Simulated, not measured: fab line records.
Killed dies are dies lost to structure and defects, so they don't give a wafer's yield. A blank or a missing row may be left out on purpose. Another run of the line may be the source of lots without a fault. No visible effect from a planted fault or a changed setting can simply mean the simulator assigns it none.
fab line records	flow n5_finfet
record lots=24	wafers=72	last_day=19
route steps=1938 shown BEOL_M2@908 BEOL_M3@977
lots that met no fault: taken from a fault-free run of the same line
start_h: hours from the record's first day to the start of the lot's first wafer shown	wait_h: time in hours since the lot's previous step	" the same as in the row above	L1.1+2: a row that stands for several wafers	- value missing, or start not given	* or withheld: withheld	< > ~ a bound
route shown NAME@n: NAME is a module with steps in the file, n the number in the route of the first one	usual: the fault-free wafers' mean and standard deviation	same: alike in all rows	chamber/n: place in a boat	sites: readings site by site	_std_site: how widely they spread, as a standard deviation	_edge_site: inner sites' mean taken away from outer sites' mean	radius_mm: how far each site lies from the wafer's centre	mask NAME#n: copy n	behind: the most recent tool/chamber to have shaped the wafer	hold: the reason the lot was held/the length of the hold in hours/how it ended	device: transistor that didn't switch, given as n, p or np	end of line: at the end of the route, the tests of the same wafers	step lacking rows: just its recipe	killed: dies that structure and defects cost at the first sort, which is not the same as the wafer's yield	map: a wafer's dies, marking killed ones x, the rest . and places with no die _
set.NAME: the setting the step ran with; set.NAME@STEP: the setting that earlier step ran with	model.NAME: the simulator's own value behind a step, which no gauge read
one table for each step of the route and one row for each wafer, over a sample of lots
services: when a tool's chamber went out of use (start_h, in hours from the record's first day, below 0 if earlier), for how many hours, and the reason
## steps
# step N5_BEOL_M2_SPUTTER_81
# recipe material=Cu	target_thk_a=45	temp_c=-20	chamber_pressure_pa=0.07	power_w=withheld	time_s=8.29
# usual throttle_valve_pct=30.1/1
lot.wafer	tool	chamber	start_h	wait_h	throttle_valve_pct
L074.1	pvd_sputter-01	-	148.93	0.1	29.0
L074.2	"	-	"	"	30.7
L074.3	"	-	"	"	27.8
L075.1	pvd_sputter-03	-	150.96	0.1	30.1
L075.4	"	-	"	"	30.8
L075.5	"	-	"	"	30.8
L076.1	pvd_sputter-01	-	153.72	0.1	30.5
L076.5	"	-	"	"	30.6
L076.6	"	-	"	"	29.3
L077.2	pvd_sputter-01	-	170.31	0.1	27.5
L077.3	"	-	"	"	30.8
L077.6	"	-	"	"	30.6
L078.2	pvd_sputter-03	-	171.68	0.1	30.1
L078.5	"	-	"	"	31.0
L078.6	"	-	"	"	30.4
L079.3	pvd_sputter-02	-	175.17	0.1	29.1
L079.4	"	-	"	"	29.1
L079.6	"	-	"	"	31.2
L080.1	pvd_sputter-01	-	182.04	0.1	27.6
L080.2	"	-	"	"	29.9
L080.6	"	-	"	"	30.9
L081.1	pvd_sputter-02	-	193.58	0.1	31.5
L081.3	"	-	"	"	29.1
L081.6	"	-	"	"	29.1
L082.1	pvd_sputter-03	-	207.31	0.1	30.8
L082.2	"	-	"	"	30.5
L082.6	"	-	"	"	30.6
L083.1	pvd_sputter-01	-	212.44	0.1	27.7
L083.3	"	-	"	"	30.6
L083.5	"	-	"	"	30.9
L084.1	pvd_sputter-02	-	213.97	0.1	31.9
L084.2	"	-	"	"	31.6
L084.5	"	-	"	"	31.5
L086.1	pvd_sputter-01	-	214.52	0.1	27.5
L086.4	"	-	"	"	30.5
L086.5	"	-	"	"	30.7
L085.1	pvd_sputter-02	-	223.36	0.1	29.0
L085.2	"	-	"	"	31.5
L085.6	"	-	"	"	29.2
L088.1	pvd_sputter-03	-	235.56	0.1	30.7
L088.2	"	-	"	"	30.3
L088.5	"	-	"	"	30.4
L087.1	pvd_sputter-01	-	235.66	0.1	30.1
L087.5	"	-	"	"	27.6
L087.6	"	-	"	"	30.2
L090.1	pvd_sputter-03	-	237.40	0.1	30.3
L090.4	"	-	"	"	31.0
L090.5	"	-	"	"	30.6
L089.1	pvd_sputter-03	-	239.50	0.1	30.5
L089.2	"	-	"	"	31.0
L089.5	"	-	"	"	30.9
L091.3	pvd_sputter-02	-	264.77	0.1	31.5
L091.4	"	-	"	"	31.6
L091.5	"	-	"	"	31.4
L092.1	pvd_sputter-03	-	265.80	0.1	30.6
L092.3	"	-	"	"	30.4
L092.5	"	-	"	"	30.7
L093.3	pvd_sputter-03	-	267.64	0.1	31.0
L093.5	"	-	"	"	30.9
L093.6	"	-	"	"	30.1
L094.1	pvd_sputter-01	-	269.42	0.1	27.7
L094.2	"	-	"	"	29.4
L094.4	"	-	"	"	30.2
L095.2	pvd_sputter-03	-	273.10	0.1	30.8
L095.5	"	-	"	"	30.5
L095.6	"	-	"	"	30.5
L096.1	pvd_sputter-02	-	278.79	0.1	31.4
L096.2	"	-	"	"	29.5
L096.3	"	-	"	"	28.9
L097.2	pvd_sputter-03	-	297.78	0.1	30.0
L097.4	"	-	"	"	30.4
L097.6	"	-	"	"	30.3
# step N5_BEOL_M2_SPUTTER_88
# recipe material=Cu	target_thk_a=45	temp_c=-20	chamber_pressure_pa=0.07	power_w=withheld	time_s=8.29
# usual throttle_valve_pct=30.1/1
lot.wafer	tool	chamber	start_h	wait_h	throttle_valve_pct
L074.1	pvd_sputter-01	-	149.37	0.1	29.3
L074.2	"	-	"	"	30.7
L074.3	"	-	"	"	27.8
L075.1	pvd_sputter-03	-	151.40	0.1	30.3
L075.4	"	-	"	"	31.0
L075.5	"	-	"	"	30.6
L076.1	pvd_sputter-01	-	154.16	0.1	30.6
L076.5	"	-	"	"	30.9
L076.6	"	-	"	"	29.3
L077.2	pvd_sputter-01	-	170.75	0.1	27.6
L077.3	"	-	"	"	30.9
L077.6	"	-	"	"	30.7
L078.2	pvd_sputter-03	-	172.12	0.1	30.3
L078.5	"	-	"	"	30.5
L078.6	"	-	"	"	30.5
L079.3	pvd_sputter-02	-	175.61	0.1	29.2
L079.4	"	-	"	"	28.8
L079.6	"	-	"	"	31.4
L080.1	pvd_sputter-01	-	182.48	0.1	27.8
L080.2	"	-	"	"	30.1
L080.6	"	-	"	"	31.0
L081.1	pvd_sputter-02	-	199.04	0.1	31.4
L081.3	"	-	"	"	28.9
L081.6	"	-	"	"	29.2
L082.1	pvd_sputter-03	-	207.75	0.1	31.0
L082.2	"	-	"	"	30.7
L082.6	"	-	"	"	30.8
L083.1	pvd_sputter-01	-	212.88	0.1	27.8
L083.3	"	-	"	"	30.5
L083.5	"	-	"	"	30.9
L084.1	pvd_sputter-02	-	214.41	0.1	31.4
L084.2	"	-	"	"	31.6
L084.5	"	-	"	"	31.4
L086.1	pvd_sputter-01	-	214.96	0.1	27.4
L086.4	"	-	"	"	30.9
L086.5	"	-	"	"	30.6
L085.1	pvd_sputter-02	-	223.80	0.1	29.1
L085.2	"	-	"	"	31.6
L085.6	"	-	"	"	29.1
L088.1	pvd_sputter-03	-	236.00	0.1	30.4
L088.2	"	-	"	"	30.4
L088.5	"	-	"	"	30.7
L087.1	pvd_sputter-01	-	236.10	0.1	29.8
L087.5	"	-	"	"	27.7
L087.6	"	-	"	"	30.1
L090.1	pvd_sputter-03	-	237.84	0.1	30.2
L090.4	"	-	"	"	30.9
L090.5	"	-	"	"	30.7
L089.1	pvd_sputter-03	-	239.94	0.1	30.2
L089.2	"	-	"	"	30.8
L089.5	"	-	"	"	30.7
L091.3	pvd_sputter-02	-	265.21	0.1	31.3
L091.4	"	-	"	"	31.4
L091.5	"	-	"	"	31.5
L092.1	pvd_sputter-03	-	266.24	0.1	30.4
L092.3	"	-	"	"	30.3
L092.5	"	-	"	"	30.6
L093.3	pvd_sputter-03	-	268.08	0.1	31.0
L093.5	"	-	"	"	30.7
L093.6	"	-	"	"	30.0
L094.1	pvd_sputter-01	-	269.86	0.1	27.7
L094.2	"	-	"	"	29.3
L094.4	"	-	"	"	30.1
L095.2	pvd_sputter-03	-	273.54	0.1	30.7
L095.5	"	-	"	"	30.3
L095.6	"	-	"	"	30.4
L096.1	pvd_sputter-02	-	279.23	0.1	31.7
L096.2	"	-	"	"	29.2
L096.3	"	-	"	"	29.1
L097.2	pvd_sputter-03	-	298.22	0.1	30.3
L097.4	"	-	"	"	30.2
L097.6	"	-	"	"	30.4
# step N5_BEOL_M2_ANNEAL_91
# recipe temp_c=400	time_s=240	ambient=vacuum
# usual heater_power_w=809/78	susceptor_temp_C_max=401.1/0.35
lot.wafer	tool	chamber	start_h	wait_h	heater_power_w	susceptor_temp_C_max
L074.1	pvd_sputter-01	-	149.67	0.0	919	401.3
L074.2	"	-	"	"	774	401.2
L074.3	"	-	"	"	820	401.3
L075.1	pvd_sputter-03	-	151.70	0.0	882	401.2
L075.4	"	-	"	"	807	400.9
L075.5	"	-	"	"	725	401.0
L076.1	pvd_sputter-01	-	154.46	0.0	791	401.2
L076.5	"	-	"	"	775	401.1
L076.6	"	-	"	"	924	401.0
L077.2	pvd_sputter-01	-	171.05	0.0	820	401.1
L077.3	"	-	"	"	781	401.4
L077.6	"	-	"	"	793	401.2
L078.2	pvd_sputter-03	-	172.42	0.0	751	401.0
L078.5	"	-	"	"	741	400.2
L078.6	"	-	"	"	750	400.7
L079.3	pvd_sputter-02	-	175.91	0.0	731	400.9
L079.4	"	-	"	"	880	400.2
L079.6	"	-	"	"	951	401.1
L080.1	pvd_sputter-01	-	182.78	0.0	813	401.8
L080.2	"	-	"	"	694	401.0
L080.6	"	-	"	"	778	401.5
L081.1	pvd_sputter-02	-	199.34	0.0	1005	401.3
L081.3	"	-	"	"	910	400.4
L081.6	"	-	"	"	885	400.9
L082.1	pvd_sputter-03	-	208.05	0.0	827	401.2
L082.2	"	-	"	"	742	401.5
L082.6	"	-	"	"	747	401.6
L083.1	pvd_sputter-01	-	213.18	0.0	786	401.6
L083.3	"	-	"	"	781	401.2
L083.5	"	-	"	"	792	401.2
L084.1	pvd_sputter-02	-	214.71	0.0	802	401.3
L084.2	"	-	"	"	987	400.9
L084.5	"	-	"	"	988	401.2
L086.1	pvd_sputter-01	-	215.26	0.0	785	401.7
L086.4	"	-	"	"	793	401.6
L086.5	"	-	"	"	782	401.5
L085.1	pvd_sputter-02	-	224.10	0.0	924	401.0
L085.2	"	-	"	"	962	401.7
L085.6	"	-	"	"	737	401.0
L088.1	pvd_sputter-03	-	236.30	0.0	742	400.5
L088.2	"	-	"	"	736	400.6
L088.5	"	-	"	"	735	400.7
L087.1	pvd_sputter-01	-	236.40	0.0	715	400.7
L087.5	"	-	"	"	785	401.5
L087.6	"	-	"	"	738	401.0
L090.1	pvd_sputter-03	-	238.14	0.0	747	401.0
L090.4	"	-	"	"	808	400.6
L090.5	"	-	"	"	736	400.4
L089.1	pvd_sputter-03	-	240.24	0.0	756	401.2
L089.2	"	-	"	"	825	401.3
L089.5	"	-	"	"	806	401.1
L091.3	pvd_sputter-02	-	265.51	0.0	800	400.8
L091.4	"	-	"	"	963	401.3
L091.5	"	-	"	"	990	401.3
L092.1	pvd_sputter-03	-	266.54	0.0	734	401.0
L092.3	"	-	"	"	752	400.8
L092.5	"	-	"	"	741	400.8
L093.3	pvd_sputter-03	-	268.38	0.0	818	400.9
L093.5	"	-	"	"	818	401.0
L093.6	"	-	"	"	865	400.6
L094.1	pvd_sputter-01	-	270.16	0.0	823	400.8
L094.2	"	-	"	"	874	401.5
L094.4	"	-	"	"	708	400.7
L095.2	pvd_sputter-03	-	273.84	0.0	742	400.8
L095.5	"	-	"	"	745	401.4
L095.6	"	-	"	"	753	400.6
L096.1	pvd_sputter-02	-	279.53	0.0	825	401.1
L096.2	"	-	"	"	709	400.9
L096.3	"	-	"	"	892	401.0
L097.2	pvd_sputter-03	-	298.52	0.0	870	400.7
L097.4	"	-	"	"	777	401.0
L097.6	"	-	"	"	748	401.5
# step N5_BEOL_M3_VIA_ETCH_34
# recipe chemistry=C4F6/O2	target_depth_a=694	mask_material=SOC	pressure_mtorr=15	ion_energy_ev=250	taper_deg=4	time_s=65.9	source_w=350	bias_w=170	Ar_flow_sccm=300	C4F6_flow_sccm=10	O2_flow_sccm=10
# usual drypump_motor_current_A=5.53/0.28	oes_ar_750_au=0.76/0.062	oes_product_au=0.76/0.066	rf_vpp_V=667/6.3	showerhead_plenum_p_Torr=2.83/0.083	throttle_valve_pct=30.70/0.25
lot.wafer	tool	chamber	start_h	wait_h	drypump_motor_current_A	oes_ar_750_au	oes_product_au	rf_hours_counter_h	rf_vpp_V	showerhead_plenum_p_Torr	throttle_valve_pct
L074.1	rie_diel-01	2	164.70	0.0	5.68	0.72	0.72	206	674	2.82	30.87
L074.2	"	3	"	"	5.66	0.77	0.77	123	661	2.76	30.53
L074.3	"	1	"	"	5.56	0.73	0.72	205	665	2.92	30.61
L075.1	rie_diel-01	1	165.40	0.0	5.57	0.72	0.72	205	669	2.92	30.61
L075.4	"	3	"	"	5.68	0.78	0.78	123	662	2.76	30.53
L075.5	"	1	"	"	5.60	0.73	0.72	-	667	2.92	30.61
L076.1	rie_diel-01	2	167.21	0.0	5.68	0.71	0.71	207	673	2.82	30.87
L076.5	"	3	"	"	5.66	0.77	0.77	-	662	2.76	30.52
L076.6	"	0	"	"	5.07	0.82	0.84	-	673	2.88	30.95
L077.2	rie_diel-06	3	176.95	0.0	5.07	0.72	0.72	213	668	2.70	30.68
L077.3	"	0	"	"	5.47	0.87	0.88	52	674	2.89	30.36
L077.6	"	1	"	"	5.97	0.90	0.90	-	667	2.90	30.55
L078.2	rie_diel-03	2	177.03	0.0	5.33	0.74	0.75	166	671	2.85	31.39
L078.5	"	0	"	"	5.57	0.74	0.73	-	649	2.82	30.46
L078.6	"	2	"	"	5.34	0.75	0.74	-	671	2.85	31.36
L079.3	rie_diel-01	3	181.31	0.0	5.67	0.77	0.77	127	662	2.76	30.54
L079.4	"	2	"	"	5.69	0.70	0.71	211	671	2.82	30.88
L079.6	"	2	"	"	5.70	0.71	0.72	-	674	2.82	30.89
L080.1	rie_diel-01	1	201.65	0.0	5.58	0.72	0.71	216	666	2.92	30.61
L080.2	"	0	"	"	5.08	0.82	0.82	79	672	2.87	30.99
L080.6	"	0	"	"	5.08	0.82	0.82	-	673	2.87	30.98
L081.1	rie_diel-06	1	204.57	0.0	5.95	0.88	0.88	35	667	2.90	30.56
L081.3	"	0	"	"	5.48	0.87	0.87	59	673	2.88	30.38
L081.6	"	3	"	"	5.07	0.71	0.71	-	666	2.69	30.69
L082.1	rie_diel-06	1	214.52	0.0	5.97	0.87	0.87	38	667	2.89	30.54
L082.2	"	2	"	"	5.99	0.79	0.78	115	674	2.96	30.38
L082.6	"	3	"	"	5.08	0.72	0.71	-	667	2.69	30.70
L084.1	rie_diel-01	1	225.44	0.0	5.60	0.71	0.70	226	665	2.91	30.62
L084.2	"	0	"	"	5.06	0.82	0.82	84	673	2.87	30.98
L084.5	"	0	"	"	5.08	0.82	0.82	-	673	2.87	30.99
L085.1	rie_diel-01	1	228.66	0.0	5.61	0.70	0.71	227	667	2.91	30.63
L085.2	"	3	"	"	5.67	0.75	0.76	144	663	2.75	30.56
L085.6	"	1	"	"	5.61	0.71	0.71	-	667	2.91	30.61
L083.1	rie_diel-06	3	229.02	0.0	5.08	0.71	0.71	227	666	2.69	30.70
L083.3	"	1	"	"	5.97	0.87	0.88	43	667	2.89	30.56
L083.5	"	3	"	"	5.08	0.71	0.70	-	666	2.69	30.69
L086.1	rie_diel-03	3	229.02	0.0	5.71	0.70	0.69	238	668	2.80	30.96
L086.4	"	0	"	"	5.56	0.73	0.72	213	650	2.81	30.48
L086.5	"	3	"	"	5.70	0.69	0.68	-	667	2.80	30.96
L088.1	rie_diel-03	1	241.84	0.0	5.23	0.76	0.77	152	659	2.63	30.55
L088.2	"	3	"	"	5.70	0.70	0.68	242	667	2.80	30.94
L088.5	"	3	"	"	5.70	0.70	0.69	-	668	2.79	30.96
L087.1	rie_diel-01	3	244.68	0.0	5.68	0.75	0.75	149	663	2.75	30.56
L087.5	"	2	"	"	5.69	0.70	0.70	-	672	2.81	30.90
L087.6	"	3	"	"	5.69	0.75	0.74	-	662	2.75	30.55
L090.1	rie_diel-01	0	255.08	0.0	5.07	0.80	0.80	91	672	2.87	31.00
L090.4	"	1	"	"	5.62	0.70	0.70	235	667	2.91	30.64
L090.5	"	1	"	"	5.57	0.70	0.70	-	665	2.91	30.64
L089.1	rie_diel-01	2	258.45	0.0	5.69	0.69	0.70	237	674	2.81	30.90
L089.2	"	0	"	"	5.07	0.80	0.80	93	675	2.87	31.00
L089.5	"	2	"	"	5.68	0.69	0.69	-	673	2.81	30.88
L091.3	rie_diel-06	0	270.43	0.0	5.49	0.83	0.84	79	675	2.87	30.39
L091.4	"	0	"	"	5.49	0.84	0.85	-	674	2.87	30.38
L091.5	"	1	"	"	6.00	0.85	0.86	-	666	2.89	30.57
L092.1	rie_diel-06	3	273.76	0.0	5.07	0.71	0.70	240	665	2.68	30.69
L092.3	"	2	"	"	5.89	0.77	0.78	128	673	2.95	30.42
L092.5	"	0	"	"	5.47	0.83	0.85	-	674	2.87	30.40
L093.3	rie_diel-01	3	281.27	0.0	5.67	0.74	0.74	160	661	2.74	30.56
L093.5	"	3	"	"	5.68	0.75	0.74	-	662	2.74	30.58
L093.6	"	2	"	"	5.68	0.69	0.70	-	672	2.80	30.92
L094.1	rie_diel-03	1	287.25	0.0	5.22	0.75	0.76	169	659	2.63	30.57
L094.2	"	2	"	"	5.29	0.72	0.72	199	672	2.83	31.41
L094.4	"	2	"	"	5.29	0.72	0.72	-	673	2.83	31.40
L095.2	rie_diel-03	1	292.68	0.0	5.22	0.75	0.75	171	659	2.62	30.57
L095.5	"	2	"	"	5.27	0.72	0.71	-	670	2.83	31.41
L095.6	"	3	"	"	5.71	0.98	0.97	-	667	2.79	30.73
L096.1	rie_diel-06	2	293.11	0.0	5.92	0.77	0.76	132	673	2.95	30.39
L096.2	"	1	"	"	5.97	0.85	0.84	61	666	2.88	30.58
L096.3	"	0	"	"	5.44	0.84	0.85	85	673	2.87	30.39
L097.2	rie_diel-01	0	304.25	0.0	5.06	0.80	0.79	101	672	2.87	31.00
L097.4	"	3	"	"	5.67	0.74	0.73	165	662	2.74	30.59
L097.6	"	2	"	"	5.70	0.69	0.69	-	673	2.80	30.91
# step N5_BEOL_M3_ANNEAL_82
# recipe temp_c=400	time_s=240	ambient=vacuum
# usual heater_power_w=816/79	susceptor_temp_C_max=401.1/0.34
lot.wafer	tool	chamber	start_h	wait_h	heater_power_w	susceptor_temp_C_max
L074.1	pvd_sputter-01	-	166.90	0.0	798	400.8
L074.2	"	-	"	"	832	401.4
L074.3	"	-	"	"	703	400.6
L075.1	pvd_sputter-03	-	167.78	0.0	808	401.9
L075.4	"	-	"	"	751	400.8
L075.5	"	-	"	"	738	400.8
L076.1	pvd_sputter-03	-	169.84	0.0	751	400.7
L076.5	"	-	"	"	819	401.1
L076.6	"	-	"	"	737	400.7
L077.2	pvd_sputter-03	-	180.13	0.0	751	401.2
L077.3	"	-	"	"	804	401.4
L077.6	"	-	"	"	802	401.2
L078.2	pvd_sputter-02	-	180.38	0.0	935	401.3
L078.5	"	-	"	"	980	401.0
L078.6	"	-	"	"	732	401.6
L079.3	pvd_sputter-03	-	183.03	0.0	747	401.1
L079.4	"	-	"	"	877	401.4
L079.6	"	-	"	"	735	401.3
L080.1	pvd_sputter-03	-	203.43	0.0	747	400.9
L080.2	"	-	"	"	731	401.4
L080.6	"	-	"	"	751	401.3
L081.1	pvd_sputter-02	-	206.94	0.0	990	401.2
L081.3	"	-	"	"	814	400.9
L081.6	"	-	"	"	996	400.9
L082.1	pvd_sputter-02	-	216.79	0.0	794	401.4
L082.2	"	-	"	"	728	401.0
L082.6	"	-	"	"	911	400.7
L084.1	pvd_sputter-03	-	227.85	0.0	856	401.1
L084.2	"	-	"	"	749	400.7
L084.5	"	-	"	"	803	401.4
L085.1	pvd_sputter-01	-	230.60	0.0	801	401.2
L085.2	"	-	"	"	799	400.9
L085.6	"	-	"	"	807	400.7
L086.1	pvd_sputter-03	-	231.40	0.0	808	401.1
L086.4	"	-	"	"	747	400.9
L086.5	"	-	"	"	878	400.8
L083.1	pvd_sputter-01	-	232.44	0.0	795	401.3
L083.3	"	-	"	"	920	401.8
L083.5	"	-	"	"	906	401.4
L088.1	pvd_sputter-03	-	243.58	0.0	739	401.3
L088.2	"	-	"	"	741	401.0
L088.5	"	-	"	"	815	401.0
L087.1	pvd_sputter-03	-	246.56	0.0	743	400.8
L087.5	"	-	"	"	825	401.8
L087.6	"	-	"	"	719	401.4
L090.1	pvd_sputter-01	-	257.01	0.0	881	401.3
L090.4	"	-	"	"	745	401.2
L090.5	"	-	"	"	792	401.2
L089.1	pvd_sputter-02	-	260.13	0.0	797	401.0
L089.2	"	-	"	"	964	401.3
L089.5	"	-	"	"	990	401.0
L091.3	pvd_sputter-02	-	272.21	0.0	767	400.8
L091.4	"	-	"	"	902	400.8
L091.5	"	-	"	"	999	401.3
L092.1	pvd_sputter-02	-	276.03	0.0	979	401.0
L092.3	"	-	"	"	898	400.6
L092.5	"	-	"	"	750	400.7
L093.3	pvd_sputter-01	-	287.62	0.0	716	400.9
L093.5	"	-	"	"	806	401.5
L093.6	"	-	"	"	882	401.9
L094.1	pvd_sputter-01	-	289.46	0.0	874	401.3
L094.2	"	-	"	"	787	401.2
L094.4	"	-	"	"	773	401.7
L095.2	pvd_sputter-02	-	294.76	0.0	715	401.4
L095.5	"	-	"	"	721	400.8
L095.6	"	-	"	"	803	401.0
L096.1	pvd_sputter-01	-	295.29	0.0	777	401.2
L096.2	"	-	"	"	723	401.3
L096.3	"	-	"	"	790	401.1
L097.2	pvd_sputter-02	-	307.68	0.0	809	401.5
L097.4	"	-	"	"	895	400.5
L097.6	"	-	"	"	734	401.1
# step N5_BEOL_M3_ANNEAL_87
# recipe temp_c=400	time_s=240	ambient=vacuum
# usual heater_power_w=818/80	susceptor_temp_C_max=401.1/0.35
lot.wafer	tool	chamber	start_h	wait_h	heater_power_w	susceptor_temp_C_max
L074.1	pvd_sputter-01	-	167.12	0.0	789	401.1
L074.2	"	-	"	"	807	401.4
L074.3	"	-	"	"	732	400.8
L075.1	pvd_sputter-03	-	168.00	0.0	796	401.1
L075.4	"	-	"	"	751	400.7
L075.5	"	-	"	"	763	400.8
L076.1	pvd_sputter-03	-	170.06	0.0	751	400.7
L076.5	"	-	"	"	825	400.9
L076.6	"	-	"	"	731	400.8
L077.2	pvd_sputter-03	-	180.35	0.0	730	401.1
L077.3	"	-	"	"	797	401.1
L077.6	"	-	"	"	813	402.1
L078.2	pvd_sputter-02	-	180.60	0.0	902	400.9
L078.5	"	-	"	"	986	401.3
L078.6	"	-	"	"	742	400.7
L079.3	pvd_sputter-03	-	183.25	0.0	764	400.8
L079.4	"	-	"	"	870	400.6
L079.6	"	-	"	"	749	401.0
L080.1	pvd_sputter-03	-	203.65	0.0	742	400.8
L080.2	"	-	"	"	754	401.1
L080.6	"	-	"	"	756	401.4
L081.1	pvd_sputter-02	-	207.16	0.0	983	401.4
L081.3	"	-	"	"	804	401.0
L081.6	"	-	"	"	989	401.4
L082.1	pvd_sputter-02	-	217.01	0.0	818	400.9
L082.2	"	-	"	"	731	400.5
L082.6	"	-	"	"	906	400.5
L084.1	pvd_sputter-03	-	228.07	0.0	881	400.7
L084.2	"	-	"	"	760	400.9
L084.5	"	-	"	"	819	401.1
L085.1	pvd_sputter-01	-	230.82	0.0	778	401.6
L085.2	"	-	"	"	822	401.1
L085.6	"	-	"	"	793	401.4
L086.1	pvd_sputter-03	-	231.62	0.0	807	401.6
L086.4	"	-	"	"	742	401.2
L086.5	"	-	"	"	885	401.0
L083.1	pvd_sputter-01	-	232.66	0.0	800	401.3
L083.3	"	-	"	"	910	401.9
L083.5	"	-	"	"	919	401.5
L088.1	pvd_sputter-03	-	243.80	0.0	734	401.6
L088.2	"	-	"	"	769	400.7
L088.5	"	-	"	"	819	401.6
L087.1	pvd_sputter-03	-	246.78	0.0	740	401.0
L087.5	"	-	"	"	817	401.2
L087.6	"	-	"	"	738	400.7
L090.1	pvd_sputter-01	-	257.23	0.0	914	402.0
L090.4	"	-	"	"	711	400.9
L090.5	"	-	"	"	769	401.1
L089.1	pvd_sputter-02	-	260.35	0.0	810	400.7
L089.2	"	-	"	"	989	401.2
L089.5	"	-	"	"	994	401.6
L091.3	pvd_sputter-02	-	272.43	0.0	757	400.8
L091.4	"	-	"	"	926	400.4
L091.5	"	-	"	"	1009	401.5
L092.1	pvd_sputter-02	-	276.25	0.0	999	400.9
L092.3	"	-	"	"	903	400.8
L092.5	"	-	"	"	750	401.4
L093.3	pvd_sputter-01	-	287.84	0.0	719	401.2
L093.5	"	-	"	"	779	401.4
L093.6	"	-	"	"	930	401.6
L094.1	pvd_sputter-01	-	289.68	0.0	887	401.7
L094.2	"	-	"	"	798	401.0
L094.4	"	-	"	"	808	401.0
L095.2	pvd_sputter-02	-	294.98	0.0	750	401.1
L095.5	"	-	"	"	738	401.4
L095.6	"	-	"	"	771	401.1
L096.1	pvd_sputter-01	-	295.51	0.0	783	402.1
L096.2	"	-	"	"	712	401.0
L096.3	"	-	"	"	807	401.8
L097.2	pvd_sputter-02	-	307.90	0.0	788	400.9
L097.4	"	-	"	"	894	401.0
L097.6	"	-	"	"	738	400.9
## services
tool	chamber	start_h	hours	kind
rie_diel-03	0	125.87	9.6	repair
rie_diel-01	0	135.30	1.6	repair
rie_diel-06	2	146.56	6.0	repair
rie_diel-03	2	152.31	9.3	repair
rie_diel-03	1	174.66	6.3	repair
pvd_sputter-03	-	186.76	4.3	repair
rie_diel-01	0	210.39	10.2	repair
rie_diel-03	2	241.27	5.7	repair
rie_diel-03	3	244.60	9.1	repair
rie_diel-06	2	269.26	3.9	repair
rie_diel-03	3	274.20	-	clean
rie_diel-03	3	274.20	-	consumable_replace:focus_ring
rie_diel-03	3	274.20	15.2	scheduled_down
rie_diel-03	3	274.20	15.2	vent_cycle
rie_diel-01	0	275.92	17.7	repair
rie_diel-01	2	304.47	-	clean
rie_diel-01	2	304.47	-	consumable_replace:focus_ring
rie_diel-01	2	304.47	25.8	scheduled_down
rie_diel-01	2	304.47	25.8	vent_cycle
## key
fault none
